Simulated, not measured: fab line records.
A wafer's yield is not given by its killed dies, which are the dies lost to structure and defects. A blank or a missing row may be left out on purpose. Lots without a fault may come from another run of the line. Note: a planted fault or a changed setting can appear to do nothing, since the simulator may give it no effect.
Struck lot and sound lot, side by side :: flow n5Finfet :: 15 steps out of a route of 1938
Sound: wafers L844.1, L844.2, L844.5. Wafers L850.1, L850.2, L850.3 were the ones struck. The cause is named last.
Per side, at each step with rows, come the tool, then ch with its chambers, and then its first start. Under that, the readings that differ: sound wafers :: struck wafers :: difference of the means :: sigmas: that difference in standard deviations of wafers without a fault.
alike: readings whose means differ by less than 2 such deviations, and words and numbers that are the same on both sides. not compared: withheld readings, readings that some wafer has no value for, bounds like >300 that may hide the same value, and numbers for which the record gives no deviation and whose values overlap.
Wherever a step has rows on one side only, a row that says differs or no value, or a row with sigmas, the two part there. Numbers that have no deviation but don't overlap get no sigmas and don't part them. A reading that every wafer of one side lacks parts them only if that side has two wafers or more.

first, 5 steps without rows for these wafers: N5_BEOL_M2_EBR_24; N5_BEOL_M2_SOFTBAKE_23 (time 60 s); N5_BEOL_M2_EXPOSE_25 (exposes mask V1, defocus 5 nm); N5_BEOL_M2_PEB_26 (peb time 60 s); N5_BEOL_M2_DEVELOP_27 (develop time 30 s).
N5_BEOL_M2_CD_MEAS_28: target cd 26.2 nm, target cd y 24.1 nm.
  sound on cdSem-01 ch 0, day 6 13:50; struck on cdSem-02 ch 0, day 8 01:49
  alike: cdNm
N5_BEOL_M2_OVL_MEAS_29:
  sound on overlay-02 ch 0, day 6 13:52; struck on overlay-01 ch 0, day 8 01:51
  alike: V1_OVL
N5_BEOL_M2_INSPECT_30: inspects for defects (brightfield).
  sound on defectInspect-01, day 6 13:55; struck on defectInspect-02, day 8 01:55
  alike: rawDefectCount
N5_BEOL_M2_DESCUM_33: chemistry O2, time 7 s.
  sound on rieDiel-05 ch 0,2, day 6 14:06; struck on rieDiel-05 ch 1,2,3, day 8 01:57
  alike: drypumpMotorCurrentA, oesProductAu, rfVppV, showerheadPlenumPTorr, throttleValvePct
  not compared: rfHoursCounterH
N5_BEOL_M2_ETCH_77: etches underlayer in N2/H2, target depth 6.5 nm, time 5.2 s.
  sound on rieDiel-05 ch 0,2, day 6 14:08; struck on rieDiel-05 ch 1,2,3, day 8 01:59
  alike: drypumpMotorCurrentA, etchRfOnTimeS, oesProductAu, rfVppV, showerheadPlenumPTorr, throttleValvePct
  not compared: rfHoursCounterH
N5_BEOL_M2_ETCH_69: etches SiARC in CF4, target depth 15.6 nm, time 26 s.
  sound on rieDiel-05 ch 0,2, day 6 14:10; struck on rieDiel-05 ch 1,2,3, day 8 02:00
  alike: cf4FlowSccm, drypumpMotorCurrentA, etchRfOnTimeS, oesProductAu, rfVppV, showerheadPlenumPTorr, throttleValvePct
  not compared: rfHoursCounterH
N5_BEOL_M2_ALD_98: deposits SiO2, target thk 2.5 nm, pulse time 1 s, co reactant pulse time 1 s.
  sound on aldSin-03 ch 0,1, day 6 14:41; struck on aldSin-04 ch 0,2,3, day 8 02:18
  alike: heaterPowerOuterW, heaterPowerW, precursorPulseHeightRel
N5_BEOL_M2_ETCHBACK_99: etches SiO2 in CHF3, target depth 5 nm, time 10.4 s.
  sound on rieDiel-01 ch 2,3, day 6 16:10; struck on rieDiel-01 ch 0,2,3, day 8 12:15
reading: oesProductAu (a.u.)
sound: 0.77 0.77 0.78
struck: 1.07 0.97 1.07
difference: +0.26
sigmas: +3

reading: model.CAR-EUV_of_BEOL_M2_COAT_22.thkNm (nm)
sound: 10.4 10.4 10.2
struck: 10 10 10
difference: +0
sigmas: 
  alike: drypumpMotorCurrentA, rfVppV, showerheadPlenumPTorr, throttleValvePct
  not compared: rfHoursCounterH
N5_BEOL_M2_ETCH_70: etches SOC in N2/H2, target depth 80 nm, overetch 24 nm, time 130 s.
  sound on rieDiel-01 ch 2,3, day 6 16:13; struck on rieDiel-01 ch 0,2,3, day 8 12:17
  alike: drypumpMotorCurrentA, oesProductAu, rfVppV, showerheadPlenumPTorr, throttleValvePct
  not compared: rfHoursCounterH
N5_BEOL_M4_RC_MEAS_101:
  sound on prober-01 ch 0, day 8 12:03; struck on prober-01 ch 0, day 10 03:07
  alike: DIBL_N, DIBL_P, IOFF_N, IOFF_P, ION_N, ION_P, SS_N, SS_P, VT_N, VT_P

== WHERE THEY PART ==
At N5_BEOL_M2_ETCHBACK_99 and nowhere else, as far as this record goes. Later steps at which nothing parts them and some readings are alike: N5_BEOL_M2_ETCH_70, N5_BEOL_M4_RC_MEAS_101.

WHY: the cause the simulator had injected
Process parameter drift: rieDiel-01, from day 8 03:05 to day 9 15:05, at N5_BEOL_M2_ETCHBACK_99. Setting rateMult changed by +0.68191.
